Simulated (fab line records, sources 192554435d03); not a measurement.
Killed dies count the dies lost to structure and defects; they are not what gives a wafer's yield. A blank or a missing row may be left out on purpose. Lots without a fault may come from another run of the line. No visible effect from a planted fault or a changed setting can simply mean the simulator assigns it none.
A single fault, viewed from 2 desks || flow n5-finfet || each desk holds nothing but its own numbers, with what lay behind them at the end

## AT THE METROLOGY DESK
Means of the sampled wafers that have a number, per lot and without regard to the tool the lot ran on: this is what the gauges read. Any lot whose mean is over 4 standard deviations away from the usual mean is out of limits and marked OUT; that distance is given in the brackets.
Columns: A = M6_ILD_THK at N5_BEOL_M6_THK_MEAS_01, usual 155.1 nm
{"lot": "L559", "first seen here": "day 10 04:37", "A": 153.9}
{"lot": "L561", "first seen here": "day 10 14:31", "A": 155.5}
{"lot": "L562", "first seen here": "day 11 13:04", "A": 153.5}
{"lot": "L563", "first seen here": "day 11 15:50", "A": 154.7}
{"lot": "L565", "first seen here": "day 11 19:08", "A": 156.9}
{"lot": "L566", "first seen here": "day 12 01:43", "A": 157.1}
{"lot": "L567", "first seen here": "day 12 18:08", "A": 154.7}
{"lot": "L574", "first seen here": "day 13 12:58", "A": "138.7 (-9.1) OUT"}
{"lot": "L570", "first seen here": "day 13 20:30", "A": "133.9 (-12) OUT"}
{"lot": "L578", "first seen here": "day 14 05:58", "A": 156.8}
{"lot": "L582", "first seen here": "day 16 19:02", "A": 155.2}
This desk's result: L570, L574 out of limits, first on L574 (M6_ILD_THK at N5_BEOL_M6_THK_MEAS_01), day 13 12:58. L559, L561, L562, L563, L565, L566, L567, L578, L582: within limits.

## THE TOOL OWNER'S DESK: pecvd-04
The tool's own readings at N5_BEOL_M6_ILD_DEP_00 (deposits SiCOH lowk from DEMS/porogen, target thk 179.75 nm, time 33.4 s): means of the sampled wafers that have a number, for each lot that ran on this tool. Any lot whose mean is over 4 standard deviations away from the usual mean is out of limits and marked OUT; that distance is given in the brackets.
Columns: A = heater-power-w at N5_BEOL_M6_ILD_DEP_00, usual 324 W; B = showerhead-plenum-p-Torr at N5_BEOL_M6_ILD_DEP_00, usual 5.733 Torr; C = showerhead-vpp-V at N5_BEOL_M6_ILD_DEP_00, usual 1440 V; D = throttle-valve-pct at N5_BEOL_M6_ILD_DEP_00, usual 13.7 %
{"lot": "L559", "first seen here": "day 10 04:02", "A": 338, "B": 5.721, "C": 1471, "D": 14.0}
{"lot": "L563", "first seen here": "day 11 15:16", "A": 331, "B": 5.743, "C": 1454, "D": 12.7}
{"lot": "L567", "first seen here": "day 12 17:10", "A": 292, "B": 5.749, "C": 1473, "D": 12.9}
{"lot": "L574", "first seen here": "day 13 12:23", "A": 351, "B": 5.724, "C": 1466, "D": 14.0}
{"lot": "L570", "first seen here": "day 13 19:55", "A": 300, "B": 5.728, "C": 1516, "D": 13.3}
Finding of this desk: none of the 5 lots has anything out of limits.

## PUT TOGETHER
L570, L574 would have let the metrology desk raise an alarm at day 13 12:58.
The tool owner's desk saw nothing out of limits.
Tool owner's desk: L570, L574 on record, inside its limits.
On pecvd-04, each named lot ran N5_BEOL_M6_ILD_DEP_00.

## WHAT WAS PUT IN BY THE SIMULATOR
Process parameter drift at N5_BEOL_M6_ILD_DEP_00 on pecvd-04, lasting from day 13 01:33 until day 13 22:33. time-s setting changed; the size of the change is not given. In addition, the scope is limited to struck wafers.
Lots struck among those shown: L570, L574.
Time in hours between the start of the fault and the first out-of-limits reading at each desk: metrology desk, 11.
